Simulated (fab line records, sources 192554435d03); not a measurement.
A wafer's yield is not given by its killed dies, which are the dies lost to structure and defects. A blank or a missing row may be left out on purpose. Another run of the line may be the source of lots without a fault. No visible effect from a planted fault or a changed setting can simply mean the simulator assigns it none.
fab line records	flow n5Finfet
[record] lots = 9	wafers = 27	lastDay = 19
route steps=1938 shown BEOL_M9@1431 PASSIVATION@1936
lots that met no fault: from a run of the same line without faults
startH: hours from the record's opening day to when the first of the lot's shown wafers began	waitH: hours since the lot's step before	" the same as in the row above	L1.1+2: several wafers, shown together as one row	- no value, or no start given	* or withheld: withheld	< > ~ a bound
route shown NAME@n: names a module that has steps shown in the file, with the first one's number in the route	usual: mean/standard deviation taken from wafers without a fault	same: alike in all rows	chamber/n: place in a boat	sites: per-site readings	_std_site: standard deviation of those values	_edge_site: the outer-site mean with the inner-site mean subtracted	radiusMm: how far each site lies from the wafer's centre	mask NAME#n: copy n	behind: the most recent tool/chamber to have shaped the wafer	hold: why the lot was held/for how many hours/how that ended	device: the transistor (n, p or np) that didn't switch	end of line: tests of these same wafers at the route's end	a step with no rows: only its recipe	killed: count of dies lost to structure and defects at first sort (not the wafer's yield)	map: the dies of a wafer, with x for killed, . for not killed, _ for no die there
set.NAME: setting as actually run; set.NAME@STEP: the setting as run at that earlier step	model.NAME: the simulator's own value behind a step, which no gauge read
a sample of lots followed through the steps of the route, with each step as a table and each wafer as a row
services: a tool's chamber out of use, with start hour (startH, from the record's first day; less than 0 if before it), hours out, and reason
[[steps]]
[step N5_BEOL_M9_EXPOSE_25]
[recipe] maskId = V8	na = 0.33	sourceShape = annular	sigmaInner = 0.4	sigmaOuter = 0.8	polarization = unpolarized	doseMj = 37.25
[usual] focusOffsetNm = 0.0/0.52
lot.wafer	tool	chamber	startH	waitH	mask	focusOffsetNm
L812.2	euvScanner-02	0	255.64	-	V8#0	1.1
L812.3	"	0	"	"	V8#0	0.3
L812.5	"	0	"	"	V8#0	-0.1
L811.1	euvScanner-02	0	258.06	-	V8#0	-0.5
L811.3	"	0	"	"	V8#0	-0.1
L811.6	"	0	"	"	V8#0	0.4
L817.2	euvScanner-02	0	283.33	-	V8#0	-0.1
L817.4	"	0	"	"	V8#0	-0.3
L817.6	"	0	"	"	V8#0	-0.5
L815.1	euvScanner-01	0	283.49	-	V8#0	-0.2
L815.2	"	0	"	"	V8#0	-0.4
L815.4	"	0	"	"	V8#0	-0.4
L819.1	euvScanner-02	0	301.12	-	V8#0	0.0
L819.2	"	0	"	"	V8#0	0.0
L819.5	"	0	"	"	V8#0	0.4
L825.1	euvScanner-02	0	323.83	-	V8#0	-0.4
L825.2	"	0	"	"	V8#0	0.1
L825.4	"	0	"	"	V8#0	0.3
L831.1	euvScanner-01	0	370.32	-	V8#0	-0.3
L831.3	"	0	"	"	V8#0	-0.4
L831.4	"	0	"	"	V8#0	-1.1
L832.1	euvScanner-01	0	370.36	-	V8#0	1.1
L832.3	"	0	"	"	V8#0	0.3
L832.4	"	0	"	"	V8#0	-0.3
L833.1	euvScanner-01	0	389.69	-	V8#0	-0.2
L833.3	"	0	"	"	V8#0	0.0
L833.6	"	0	"	"	V8#0	-0.3
[step N5_BEOL_M9_CD_MEAS_28]
[recipe] targetCdNm = 70	landingEnergyEv = 500	detector = seInlens	polarity = opening
[usual] cdNm = 70.06/0.28
lot.wafer	tool	chamber	startH	waitH	cdNm
L812.2	cdSem-01	0	255.76	-	70.21
L812.3	"	0	"	"	70.39
L812.5	"	0	"	"	69.87
L811.1	cdSem-02	0	258.19	-	69.94
L811.3	"	0	"	"	69.93
L811.6	"	0	"	"	70.18
L817.2	cdSem-01	0	283.46	-	70.57
L817.4	"	0	"	"	70.27
L817.6	"	0	"	"	70.57
L815.1	cdSem-01	0	283.62	-	70.41
L815.2	"	0	"	"	70.43
L815.4	"	0	"	"	70.12
L819.1	cdSem-02	0	301.25	-	70.28
L819.2	"	0	"	"	69.74
L819.5	"	0	"	"	69.96
L825.1	cdSem-01	0	323.96	-	70.11
L825.2	"	0	"	"	71.88
L825.4	"	0	"	"	70.58
L831.1	cdSem-03	0	370.45	-	69.74
L831.3	"	0	"	"	69.67
L831.4	"	0	"	"	70.46
L832.1	cdSem-01	0	370.49	-	69.78
L832.3	"	0	"	"	70.00
L832.4	"	0	"	"	70.00
L833.1	cdSem-03	0	389.82	-	70.14
L833.3	"	0	"	"	69.95
L833.6	"	0	"	"	70.09
[step N5_BEOL_M9_ETCH_76]
[recipe] chemistry = N2/H2	target = underlayer	targetDepthA = 65	maskMaterial = CAR-EUV	timeS = 5.2	ionEnergyEv = 200	pressureMtorr = 30	sourceW = 840	biasW = 150	n2FlowSccm = 200	h2FlowSccm = 200	ends = cleared
[usual] drypumpMotorCurrentA = 5.9/0.6	etchRfOnTimeS = 5.23/0.16	n2FlowSccm = 200.0/0.55	oesProductAu = 0.66/0.059	rfVppV = 523.3/2.6	showerheadPlenumPTorr = 2.52/0.083	throttleValvePct = 17.93/0.24
lot.wafer	tool	chamber	startH	waitH	drypumpMotorCurrentA	etchRfOnTimeS	n2FlowSccm	oesProductAu	rfHoursCounterH	rfVppV	showerheadPlenumPTorr	throttleValvePct
L812.2	rieDiel-04	2	255.92	0.0	5.2	5.45	199.5	0.58	220	519.1	2.40	17.77
L812.3	"	3	"	"	5.6	5.21	200.8	0.65	148	520.8	2.43	17.99
L812.5	"	3	"	"	5.6	5.23	199.6	0.66	-	522.4	2.43	17.97
L811.1	rieDiel-04	3	258.35	0.0	5.6	5.17	200.0	0.65	149	520.6	2.43	17.98
L811.3	"	0	"	"	6.0	5.14	199.8	0.76	55	523.8	2.47	17.70
L811.6	"	3	"	"	5.6	5.16	200.3	0.66	-	523.3	2.43	17.98
L817.2	rieDiel-02	2	283.61	0.0	6.5	5.46	200.5	0.65	102	522.1	2.46	17.77
L817.4	"	1	"	"	6.4	5.18	200.5	0.61	190	527.6	2.65	17.71
L817.6	"	3	"	"	6.8	5.12	200.3	0.67	-	522.2	2.47	18.40
L815.1	rieDiel-04	2	283.78	0.0	5.2	5.45	199.8	0.57	227	522.1	2.39	17.78
L815.2	"	3	"	"	5.6	5.16	199.9	0.66	155	521.8	2.43	17.97
L815.4	"	0	"	"	6.0	5.14	199.1	0.74	62	521.7	2.47	17.75
L819.1	rieDiel-06	0	301.40	0.0	6.5	5.02	200.8	0.73	48	526.0	2.59	17.81
L819.2	"	3	"	"	4.9	5.50	200.5	0.60	188	522.2	2.53	17.99
L819.5	"	2	"	"	5.7	5.13	199.5	0.64	-	520.8	2.43	18.04
L825.1	rieDiel-06	1	324.11	0.0	6.0	5.40	200.9	0.57	236	526.5	2.62	18.31
L825.2	"	0	"	"	6.5	5.04	199.9	0.72	55	523.9	2.58	17.81
L825.4	"	2	"	"	5.7	5.17	199.9	0.62	179	519.4	2.43	18.04
L831.1	rieDiel-06	1	370.84	0.0	6.0	5.42	200.1	0.56	249	524.7	2.61	18.30
L831.3	"	2	"	"	5.8	5.17	199.9	0.62	191	521.2	2.42	18.10
L831.4	"	0	"	"	6.5	5.03	199.9	0.71	70	522.2	2.58	17.82
L832.1	rieDiel-04	0	370.92	0.0	6.0	5.15	201.3	0.72	89	519.6	2.46	17.79
L832.3	"	3	"	"	5.6	5.15	201.4	0.63	179	524.7	2.42	18.00
L832.4	"	1	"	"	5.1	4.99	199.9	0.70	94	525.7	2.55	17.95
L833.1	rieDiel-04	3	390.20	0.0	5.6	5.19	198.7	0.63	185	520.7	2.41	18.02
L833.3	"	2	"	"	5.2	5.32	200.1	0.83	7	528.0	2.70	17.48
L833.6	"	2	"	"	5.2	5.32	200.5	0.81	-	530.9	2.70	17.47
[step N5_BEOL_M9_ETCH_65]
[recipe] chemistry = CF4	target = SiARC	targetDepthA = 156	maskMaterial = CAR-EUV	timeS = 26	ionEnergyEv = 80	pressureMtorr = 40	sourceW = 545	biasW = 36	Ar_flow_sccm = 100	cf4FlowSccm = 100	ends = cleared
[usual] cf4FlowSccm = 100.0/0.3	drypumpMotorCurrentA = 5.9/0.6	etchRfOnTimeS = 26.1/0.8	oesProductAu = 0.66/0.059	rfVppV = 183.7/1.1	showerheadPlenumPTorr = 2.12/0.061	throttleValvePct = 15.66/0.22
lot.wafer	tool	chamber	startH	waitH	cf4FlowSccm	drypumpMotorCurrentA	etchRfOnTimeS	oesProductAu	rfHoursCounterH	rfVppV	showerheadPlenumPTorr	throttleValvePct
L812.2	rieDiel-04	2	255.94	0.0	100.3	5.2	26.8	0.58	220	183.9	2.03	15.73
L812.3	"	3	"	"	100.4	5.6	25.9	0.65	148	183.5	2.06	15.77
L812.5	"	3	"	"	100.1	5.6	25.5	0.66	-	183.1	2.06	15.79
L811.1	rieDiel-04	3	258.36	0.0	100.3	5.6	25.9	0.66	149	182.4	2.06	15.77
L811.3	"	0	"	"	99.8	5.9	25.8	0.76	55	182.8	2.11	15.56
L811.6	"	3	"	"	100.3	5.6	26.2	0.65	-	183.5	2.06	15.80
L817.2	rieDiel-02	2	283.63	0.0	100.0	6.5	27.1	0.65	102	183.3	2.07	15.47
L817.4	"	1	"	"	99.8	6.4	25.3	0.62	190	183.4	2.21	15.41
L817.6	"	3	"	"	99.9	6.8	25.6	0.68	-	183.2	2.07	15.96
L815.1	rieDiel-04	2	283.79	0.0	100.0	5.2	27.6	0.57	227	183.3	2.03	15.75
L815.2	"	3	"	"	100.0	5.6	25.7	0.66	155	183.2	2.06	15.79
L815.4	"	0	"	"	100.0	6.0	25.9	0.75	62	184.9	2.11	15.58
L819.1	rieDiel-06	0	301.42	0.0	100.1	6.5	25.1	0.74	48	184.5	2.17	15.44
L819.2	"	3	"	"	99.7	4.9	27.3	0.60	188	183.0	2.13	15.77
L819.5	"	2	"	"	100.2	5.7	25.6	0.64	-	182.3	2.04	15.78
L825.1	rieDiel-06	1	324.13	0.0	100.2	6.0	26.7	0.58	236	186.1	2.20	16.02
L825.2	"	0	"	"	100.1	6.5	25.0	0.73	55	183.5	2.17	15.43
L825.4	"	2	"	"	100.0	5.7	25.4	0.63	179	183.5	2.04	15.81
L831.1	rieDiel-06	1	370.85	0.0	100.5	6.0	27.1	0.57	249	184.8	2.19	16.04
L831.3	"	2	"	"	99.9	5.7	25.7	0.63	191	182.6	2.04	15.86
L831.4	"	0	"	"	100.2	6.5	25.5	0.70	70	184.8	2.16	15.48
L832.1	rieDiel-04	0	370.94	0.0	99.9	6.0	25.9	0.71	89	184.2	2.10	15.64
L832.3	"	3	"	"	99.8	5.6	25.5	0.64	179	182.7	2.05	15.85
L832.4	"	1	"	"	100.2	5.1	24.5	0.71	94	184.3	2.14	15.68
L833.1	rieDiel-04	3	390.22	0.0	99.8	5.6	26.1	0.63	185	182.6	2.05	15.85
L833.3	"	2	"	"	100.1	5.2	26.2	0.83	7	185.5	2.27	15.34
L833.6	"	2	"	"	100.1	5.2	26.0	0.83	-	186.9	2.27	15.35
[step N5_BEOL_M9_VIA_ETCH_34]
[recipe] chemistry = C4F6/O2	target = SiCOH_lowk	targetDepthA = 1824	maskMaterial = SOC	taperDeg = 4	timeS = 68.4	ionEnergyEv = 250	pressureMtorr = 30	sourceW = 345	biasW = 185	Ar_flow_sccm = 300	C4F6_flow_sccm = 10	O2_flow_sccm = 10
[usual] drypumpMotorCurrentA = 5.9/0.6	oesProductAu = 0.77/0.069	rfVppV = 665/13	showerheadPlenumPTorr = 2.81/0.079	throttleValvePct = 20.93/0.23
lot.wafer	tool	chamber	startH	waitH	drypumpMotorCurrentA	oesProductAu	rfHoursCounterH	rfVppV	showerheadPlenumPTorr	throttleValvePct
L812.2	rieDiel-04	2	256.07	0.0	5.2	0.69	220	664	2.70	20.93
L812.3	"	3	"	"	5.6	0.77	148	656	2.74	21.03
L812.5	"	3	"	"	5.6	0.76	-	656	2.74	21.04
L811.1	rieDiel-04	3	258.49	0.0	5.6	0.77	149	657	2.74	21.02
L811.3	"	0	"	"	6.0	0.89	55	678	2.79	20.87
L811.6	"	3	"	"	5.6	0.77	-	658	2.74	21.05
L817.2	rieDiel-02	2	283.76	0.0	6.6	0.77	102	646	2.77	20.85
L817.4	"	1	"	"	6.4	0.73	190	675	2.92	20.54
L817.6	"	3	"	"	6.8	0.79	-	676	2.75	21.34
L815.1	rieDiel-04	2	283.92	0.0	5.2	0.68	227	662	2.69	20.92
L815.2	"	3	"	"	5.6	0.77	155	658	2.73	21.06
L815.4	"	0	"	"	6.0	0.87	62	677	2.79	20.88
L819.1	rieDiel-06	0	301.55	0.0	6.5	0.86	48	661	2.89	20.77
L819.2	"	3	"	"	4.9	0.71	188	683	2.84	21.09
L819.5	"	2	"	"	5.6	0.74	-	640	2.71	20.98
L825.1	rieDiel-06	1	324.26	0.0	6.0	0.67	236	661	2.91	21.18
L825.2	"	0	"	"	6.5	0.86	56	662	2.88	20.77
L825.4	"	2	"	"	5.7	0.74	179	639	2.70	20.98
L831.1	rieDiel-06	1	370.98	0.0	6.0	0.67	249	661	2.90	21.21
L831.3	"	2	"	"	5.7	0.73	191	639	2.70	21.01
L831.4	"	0	"	"	6.5	0.83	70	660	2.88	20.78
L832.1	rieDiel-04	0	371.07	0.0	6.0	0.83	89	675	2.78	20.92
L832.3	"	3	"	"	5.6	0.74	179	656	2.72	21.08
L832.4	"	1	"	"	5.1	0.81	94	668	2.85	20.96
L833.1	rieDiel-04	3	390.35	0.0	5.6	0.73	185	657	2.72	21.09
L833.3	"	2	"	"	5.2	0.97	7	671	3.02	20.70
L833.6	"	2	"	"	5.2	0.98	-	673	3.02	20.69
[step N5_PASSIVATION_PROBE_49]
[usual] defectLimitedYield = 91.0/1.4	killed_at_M0_to_M3 = 33/11	killed_at_M4_up = 14/5	killedAtContacts = 11/7.3	killedAtFrontEnd = 43/12	killedAtOther = 4/3.1	killedDies = 106/17	killedOpen = 69/13	killedShort = 34/8.7	sort_bin_5_function = 5.2/0.96	sort_bin_6_memory = 3.3/0.66	sort_bin_8_speed = 0.00/0.012	sortNPass = 1074/17	sortYieldPct = 91.0/1.4
[same] grossDies = 1180	killedAtBackSide = 0	sort_bin_4_leakage[%] = 0
lot.wafer	tool	chamber	startH	waitH	defectLimitedYield[%]	killed_at_M0_to_M3	killed_at_M4_up	killedAtContacts	killedAtFrontEnd	killedAtOther	killedDies	killedOpen	killedShort	sort_bin_5_function[%]	sort_bin_6_memory[%]	sort_bin_8_speed[%]	sortNPass	sortYieldPct[%]
L817.2	prober-02	-	346.11	0.1	92.2	32	14	12	33	1	92	49	39	3.9	3.2	0	1088	92.2
L817.4	prober-02	-	346.21	0.2	90.3	28	11	14	59	3	115	60	53	5.5	3.3	0	1065	90.3
L817.6	prober-02	-	346.31	0.3	92.6	24	3	16	43	1	87	44	43	4.3	2.6	0	1093	92.6
L815.1	prober-02	-	348.55	0.0	92.7	31	10	3	42	0	86	49	36	4.1	2.7	0	1094	92.7
L815.2	prober-02	-	348.60	0.1	91.4	44	14	6	37	1	102	52	44	4.8	2.8	0	1078	91.4
L815.4	prober-02	-	348.70	0.2	92.5	35	10	9	32	2	88	58	23	4.3	2.4	0	1092	92.5
L831.1	prober-02	-	430.29	0.0	92.5	27	17	8	33	3	88	61	24	4.2	2.9	0	1092	92.5
L831.3	prober-02	-	430.39	0.1	90.6	48	21	1	40	1	111	60	43	4.4	3.6	0	1069	90.6
L831.4	prober-02	-	430.44	0.2	91.6	18	17	13	42	9	99	60	38	4.2	3.9	0	1081	91.6
L832.1	prober-02	-	438.49	0.0	93.8	25	9	7	29	3	73	49	22	3.1	2.9	0	1107	93.8
L832.3	prober-02	-	438.59	0.1	93.2	25	12	7	32	4	80	54	26	4.2	2.4	0	1100	93.2
L832.4	prober-02	-	438.64	0.2	92.1	38	12	7	33	3	93	69	23	4.7	3.2	0	1087	92.1
L833.1	prober-01	-	450.79	0.0	90.6	24	26	17	40	4	111	72	36	5.6	3.6	0	1069	90.6
L833.3	prober-01	-	450.89	0.1	91.4	28	22	6	38	7	101	62	28	5.4	2.3	0	1079	91.4
L833.6	prober-01	-	451.04	0.3	88.5	35	24	17	57	3	136	83	51	7.9	2.8	0	1044	88.5
// killed by level:class
L817.2 FIN_SAQP:geometricParticle:short=10 BEOL_M0_SAQP:geometricParticle:open=10 MOL_CONTACT_COAG:geometricParticle:open=9 BEOL_M0_SAQP:geometricParticle:short=9 FIN_SAQP:geometricParticle:open=5 GATE_CUT:geometricParticle:short=5 BEOL_M3:geometricParticle:open=5 BEOL_M2:geometricParticle:open=4
L817.4 STI_FIN_REVEAL:geometricParticle:open=14 FIN_SAQP:geometricParticle:short=9 MOL_CONTACT_COAG:geometricParticle:short=8 BEOL_M1:geometricParticle:open=7 GATE_CUT:geometricParticle:short=7 STARTING-WAFER:geometricParticle:short=7 MOL_CONTACT_COAG:geometricParticle:open=6 BEOL_M0_SAQP:geometricParticle:short=6
L817.6 FIN_SAQP:geometricParticle:short=16 FIN_SAQP:geometricParticle:open=10 MOL_CONTACT_COAG:geometricParticle:open=10 MOL_CONTACT_COAG:geometricParticle:short=6 BEOL_M0_SAQP:geometricParticle:open=5 BEOL_M0_SAQP:geometricParticle:short=5 BEOL_M2:geometricParticle:open=5 BEOL_M3:geometricParticle:short=4
L815.1 STI_FIN_REVEAL:geometricParticle:open=16 BEOL_M3:geometricParticle:open=7 GATE_CUT:geometricParticle:short=6 BEOL_M0_SAQP:geometricParticle:short=6 DUMMY_GATE:geometricParticle:open=4 BEOL_M0_SAQP:geometricParticle:open=4 FIN_SAQP:geometricParticle:short=3 STI_FIN_REVEAL:geometricParticle:short=3
L815.2 GATE_CUT:geometricParticle:short=10 BEOL_M3:geometricParticle:open=9 BEOL_M0_SAQP:geometricParticle:open=9 BEOL_M0_SAQP:geometricParticle:short=8 BEOL_M1:geometricParticle:open=7 BEOL_M2:geometricParticle:open=5 BEOL_M3:geometricParticle:short=5 FIN_SAQP:geometricParticle:open=4
L815.4 BEOL_M2:geometricParticle:open=11 BEOL_M3:geometricParticle:open=9 MOL_CONTACT_COAG:geometricParticle:open=6 BEOL_M2:geometricParticle:short=6 FIN_SAQP:geometricParticle:open=5 DUMMY_GATE:geometricParticle:open=5 BEOL_M0_SAQP:geometricParticle:short=5 HKMG_FIN:areaEtch=5
L831.1 BEOL_M4:geometricParticle:open=9 BEOL_M2:geometricParticle:open=8 STI_FIN_REVEAL:geometricParticle:open=6 DUMMY_GATE:geometricParticle:open=6 BEOL_M3:geometricParticle:open=6 MOL_CONTACT_COAG:geometricParticle:open=6 FIN_SAQP:geometricParticle:short=4 FIN_SAQP:geometricParticle:open=3
L831.3 BEOL_M0_SAQP:geometricParticle:short=17 BEOL_M2:geometricParticle:open=14 DUMMY_GATE:geometricParticle:open=10 FIN_SAQP:geometricParticle:short=8 BEOL_M4:geometricParticle:open=8 BEOL_M0_SAQP:geometricParticle:open=7 FIN_SAQP:geometricParticle:open=5 HKMG_FIN:areaEtch=5
L831.4 FIN_SAQP:geometricParticle:short=13 MOL_CONTACT_COAG:geometricParticle:open=11 BEOL_M4:geometricParticle:open=9 STI_FIN_REVEAL:geometricParticle:open=8 GATE_CUT:geometricParticle:short=6 STARTING-WAFER:geometricParticle:open=4 BEOL_M3:geometricParticle:open=4 BEOL_M4:geometricParticle:short=4
L832.1 BEOL_M0_SAQP:geometricParticle:open=6 BEOL_M2:geometricParticle:open=6 DUMMY_GATE:geometricParticle:open=5 BEOL_M0_SAQP:geometricParticle:short=5 BEOL_M3:geometricParticle:open=5 MOL_CONTACT_COAG:geometricParticle:open=4 STARTING-WAFER:geometricParticle:open=4 FIN_SAQP:geometricParticle:short=3
L832.3 BEOL_M4:geometricParticle:open=8 STI_FIN_REVEAL:geometricParticle:open=6 BEOL_M3:geometricParticle:open=6 FIN_SAQP:geometricParticle:short=5 DUMMY_GATE:geometricParticle:open=5 MOL_CONTACT_COAG:geometricParticle:open=5 BEOL_M0_SAQP:geometricParticle:open=5 BEOL_M1:geometricParticle:open=5
L832.4 BEOL_M2:geometricParticle:open=10 BEOL_M4:geometricParticle:open=8 BEOL_M0_SAQP:geometricParticle:short=8 STI_FIN_REVEAL:geometricParticle:open=7 BEOL_M0_SAQP:geometricParticle:open=7 FIN_SAQP:geometricParticle:open=6 MOL_CONTACT_COAG:geometricParticle:open=6 DUMMY_GATE:geometricParticle:open=5
L833.1 MOL_CONTACT_COAG:geometricParticle:open=16 FIN_SAQP:geometricParticle:short=9 BEOL_M4:geometricParticle:open=8 BEOL_M5:geometricParticle:open=7 FIN_SAQP:geometricParticle:open=5 STI_FIN_REVEAL:geometricParticle:open=5 BEOL_M0_SAQP:geometricParticle:open=5 BEOL_M0_SAQP:geometricParticle:short=5
L833.3 BEOL_M2:geometricParticle:open=8 BEOL_M5:geometricParticle:open=8 HKMG_FIN:areaEtch=8 BEOL_M0_SAQP:geometricParticle:open=7 STI_FIN_REVEAL:geometricParticle:open=6 BEOL_M0_SAQP:geometricParticle:short=5 BEOL_M4:geometricParticle:open=5 FIN_SAQP:geometricParticle:short=4
L833.6 BEOL_M2:geometricParticle:open=10 FIN_SAQP:geometricParticle:open=9 MOL_CONTACT_COAG:geometricParticle:short=9 FIN_SAQP:geometricParticle:short=8 MOL_CONTACT_COAG:geometricParticle:open=8 BEOL_M0_SAQP:geometricParticle:open=8 BEOL_M5:geometricParticle:open=8 BEOL_M4:geometricParticle:open=7
[[services]]
tool	chamber	startH	hours	kind
rieDiel-04	1	232.09	5.6	repair
euvScanner-02	-	232.63	0.3	repair
euvScanner-01	-	251.03	1.0	pm
euvScanner-02	0	262.09	-	calibration
euvScanner-02	-	272.93	1.0	pm
euvScanner-02	-	287.43	0.1	repair
euvScanner-01	-	289.81	2.1	repair
rieDiel-06	3	296.14	2.1	repair
euvScanner-01	-	297.82	4.6	pm
euvScanner-01	-	307.18	1.0	pm
euvScanner-02	-	329.12	1.0	pm
euvScanner-02	-	330.59	1.4	repair
rieDiel-02	2	333.65	4.7	repair
euvScanner-02	-	351.89	1.8	repair
rieDiel-04	2	352.44	-	clean
rieDiel-04	2	352.44	-	consumableReplace:focusRing
rieDiel-04	2	352.44	-	consumableReplace:showerhead
euvScanner-01	-	363.33	1.0	pm
rieDiel-06	1	373.44	-	clean
rieDiel-06	1	373.44	-	consumableReplace:focusRing
rieDiel-06	1	373.44	28.9	scheduledDown
rieDiel-06	1	373.44	28.9	ventCycle
euvScanner-02	-	385.23	1.0	pm
euvScanner-02	-	387.59	4.6	pm
[[key]]
[firstSign] step = N5_BEOL_M9_CD_MEAS_28	reading = cdNm	direction = up	sigmas = 6.4	usual = 70.06	struck = 71.88
effect none on later readings
metAt N5_BEOL_M9_EXPOSE_25
struckLots L825
struckWafers L825.2
notActingAt N5_BEOL_M9_ETCH_76,N5_BEOL_M9_ETCH_65,N5_BEOL_M9_VIA_ETCH_34
onsetBetween 301.12 323.83
[fault] kind = processParameterDrift	tool = euvScanner-02	chamber = -	onsetH = 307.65	steps = N5_BEOL_M9_EXPOSE_25	channel = focusNm	offset = 48.775	shape = step	endH = 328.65	scope = struckWafersOnly
